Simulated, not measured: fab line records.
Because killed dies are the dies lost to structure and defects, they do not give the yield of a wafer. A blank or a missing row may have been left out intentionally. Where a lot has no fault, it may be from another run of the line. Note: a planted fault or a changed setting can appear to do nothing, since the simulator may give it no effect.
Matching of chambers :: flow n5 finfet :: 4 sister chambers for N5_BEOL_M10_ALD_74 on ald metal-02
The step deposits TaN, target thk 2 nm, pulse time 2 s, purge time 3 s. 8 wafers are shown with their chamber, then 7 later ones without.

EACH WAFER AND ITS CHAMBER
wafer: L081.3
chamber: 2
heater power w (W): 393
heater power outer w (W): 231

wafer: L081.5
chamber: 2
heater power w (W): 397
heater power outer w (W): 228

wafer: L083.2
chamber: 1
heater power w (W): 387
heater power outer w (W): 215

wafer: L083.6
chamber: 0
heater power w (W): 498
heater power outer w (W): 272

wafer: L084.4
chamber: 3
heater power w (W): 424
heater power outer w (W): 239

wafer: L084.5
chamber: 0
heater power w (W): 506
heater power outer w (W): 267

wafer: L085.1
chamber: 3
heater power w (W): 418
heater power outer w (W): 236

wafer: L085.3
chamber: 1
heater power w (W): 373
heater power outer w (W): 220

WAFERS WHOSE CHAMBER IS MISSING
wafer: L085.6
heater power w (W): 504
heater power outer w (W): 275

wafer: L087.3
heater power w (W): 432
heater power outer w (W): 236

wafer: L087.4
heater power w (W): 503
heater power outer w (W): 272

wafer: L087.5
heater power w (W): 379
heater power outer w (W): 223

wafer: L094.2
heater power w (W): 386
heater power outer w (W): 215

wafer: L094.3
heater power w (W): 433
heater power outer w (W): 245

wafer: L094.6
heater power w (W): 438
heater power outer w (W): 238

WHICH CHAMBER EACH ONE RAN IN
wafer: L085.6
from the rows above: 0
in truth: 0

wafer: L087.3
from the rows above: 3
in truth: 3

wafer: L087.4
from the rows above: 0
in truth: 0

wafer: L087.5
from the rows above: can't be placed: 1 or 2
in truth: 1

wafer: L094.2
from the rows above: 1
in truth: 1

wafer: L094.3
from the rows above: 3
in truth: 3

wafer: L094.6
from the rows above: 3
in truth: 3
6 of 7 placed correctly. Cannot be placed on the basis of these rows: 1; the candidates contain the true chamber in 1. Wrongly placed: 0.
How it was worked out, from the rows above alone: a wafer's distance from a chamber is the root of the sum, over the readings, of the square of ((its reading less the chamber's mean) divided by the reading's scatter). If the next closest chamber is less than 2 further off than the closest, the wafer can't be placed; otherwise it belongs to the closest. The mean given for a chamber averages the wafers shown for that chamber. The scatter: take each reading less its chamber's mean, square it, sum over the shown wafers, divide by the number of wafers less the number of chambers, and take the root.
